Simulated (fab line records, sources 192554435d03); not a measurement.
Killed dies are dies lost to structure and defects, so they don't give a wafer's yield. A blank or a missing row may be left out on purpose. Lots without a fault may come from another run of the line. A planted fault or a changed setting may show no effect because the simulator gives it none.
Split-lot experiment | flow n5_finfet | 7 lots, 21 wafers read, on a route of 1938 steps

THE SPLIT
At N5_BEOL_M15_TRENCH_ETCH_34 (etches SiO2 in C4F8/O2/Ar, target depth 872.93 nm, time 199 s), the setting time_s was moved away from the recipe's 199 s on 5 of the 21 wafers read, by -21.8% to +13.9%. The other wafers ran this setting at the recipe's value.

FROM THE SPLIT TO THE READING: what the file shows between them, 7 steps
- N5_BEOL_M15_STRIP_36: strips in O2
- N5_BEOL_M15_ECD_47: material Cu, target thk 1860 nm
- N5_BEOL_M15_ANNEAL_48: time 90 s
- N5_BEOL_M15_CMP_49: polishes, stops on SiO2, t overpolish 4.9 s, target thk 850 nm
- N5_BEOL_M15_THK_MEAS_50: measures by xrf
- N5_BEOL_M15_PRE_CLEAN_52: time 15 s
- N5_BEOL_M15_DEP_53: deposits SiCN from 3MS/NH3, target thk 50 nm, time 17.8 s

THE READING
M15_RS, in ohm/sq, at N5_BEOL_M15_RS_MEAS_54 (measures by four-point-probe). Fault-free wafers of this fab line usually give 0.02167 ohm/sq, standard deviation 0.00026 ohm/sq.

wafer  | tool, chamber at the split | time_s as run, s | against the recipe | M15_RS, ohm/sq | against lot-mates on the recipe
L076.1 | rie_diel-02, 2             | 170.7            | -14.2%             | 0.02483        | +0.00315
L076.5 | rie_diel-02, 0             | 199              | recipe             | 0.02186        | -
L076.6 | rie_diel-02, 1             | 199              | recipe             | 0.0215         | -
L080.1 | rie_diel-02, 0             | 199              | recipe             | 0.02214        | -
L080.2 | rie_diel-02, 1             | 199              | recipe             | 0.02161        | -
L080.6 | rie_diel-02, 3             | 199              | recipe             | 0.02137        | -
L086.3 | rie_diel-04, 0             | 199              | recipe             | 0.02173        | -
L086.4 | rie_diel-04, 3             | 217.5            | +9.3%              | 0.0199         | -0.00180
L086.5 | rie_diel-04, 0             | 199              | recipe             | 0.02167        | -
L091.1 | rie_diel-04, 2             | 155.7            | -21.8%             | 0.02827        | +0.00653
L091.3 | rie_diel-04, 1             | 155.7            | -21.8%             | 0.02783        | +0.00609
L091.5 | rie_diel-04, 0             | 199              | recipe             | 0.02174        | -
L093.1 | rie_diel-02, 1             | 199              | recipe             | 0.02151        | -
L093.4 | rie_diel-02, 0             | 199              | recipe             | 0.0211         | -
L093.5 | rie_diel-02, 0             | 199              | recipe             | 0.02112        | -
L097.2 | rie_diel-04, 1             | 199              | recipe             | 0.02133        | -
L097.5 | rie_diel-04, 1             | 199              | recipe             | 0.02158        | -
L097.6 | rie_diel-04, 2             | 199              | recipe             | 0.02139        | -
L096.1 | rie_diel-01, 2             | 199              | recipe             | 0.02164        | -
L096.5 | rie_diel-01, 2             | 199              | recipe             | 0.02163        | -
L096.6 | rie_diel-01, 1             | 226.6            | +13.9%             | 0.01878        | -0.00285

THE FIT
A straight line over all 21 wafers: M15_RS changes by -0.000265 ohm/sq for each +1% of time_s; r = -0.98; the points scatter about the line by 0.00043 ohm/sq.
The same after taking each lot's own level away (the mean of its wafers on the recipe; 21 wafers): -0.000261 ohm/sq for each +1%; r = -0.99; scatter 0.00036 ohm/sq.
On that fit, the largest move of time_s shifts the reading by 0.0057 ohm/sq.
The lots' own levels span 0.021243 to 0.021740 ohm/sq, that is 1.9 times the standard deviation above.
So the lot-to-lot level changes the slope little: the two slopes agree.
Check: with one of the wafers moved furthest among these (-21.8%) left out of the fit, the line predicts +0.00538 ohm/sq for it against its lot-mates. It came out at +0.00653 ohm/sq against them.

OTHER SPLITS ON THESE WAFERS
These wafers also went through other splits before the reading. Each is held against what the fit with the lots' levels taken away leaves over:
other split on the same wafers | wafers away from the commonest value | r with M15_RS (lot level and that fit taken away)
N5_BEOL_M12_ETCH_38 time_s     | 5                                    | +0.21
N5_BEOL_M14_COAT_04 spin_rpm   | 6                                    | -0.57
N5_BEOL_M14_SPUTTER_43 power_w | 9                                    | +0.35
N5_BEOL_M15_ILD_DEP_00 time_s  | 7                                    | +0.08
N5_BEOL_M15_ETCH_61 time_s     | 5                                    | +0.11

THE WHOLE CHAIN: every reading that the file lists as answering this split, in the file's order
step                       | what it does                                                   | reading                                                                          | change (the file's fit)              | r (the file's)
N5_BEOL_M15_TRENCH_ETCH_34 | etches SiO2 in C4F8/O2/Ar, target depth 872.93 nm, time 199 s  | etch.depth_nm (the simulator's own value, which no gauge read)                   | +8.42 nm for each +1% of the setting | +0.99
N5_BEOL_M15_TRENCH_ETCH_34 | etches SiO2 in C4F8/O2/Ar, target depth 872.93 nm, time 199 s  | coat_of_BEOL_M15_COAT_22.thk_nm (the simulator's own value, which no gauge read) | -1.83 nm for each +1% of the setting | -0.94
N5_BEOL_M15_CMP_49         | polishes, stops on SiO2, t overpolish 4.9 s, target thk 850 nm | Cu_of_BEOL_M15_ECD_47.thk_nm (the simulator's own value, which no gauge read)    | +8.42 nm for each +1% of the setting | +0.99
N5_BEOL_M15_THK_MEAS_50    | measures by xrf                                                | M15_THK                                                                          | +8.63 for each +1% of the setting    | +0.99
N5_BEOL_M15_RS_MEAS_54     | measures by four-point-probe                                   | M15_RS                                                                           | -0.00025 for each +1% of the setting | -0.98

THE FILE'S OWN FIT
M15_RS changes by -0.00025 ohm/sq for each +1% of time_s, r = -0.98.
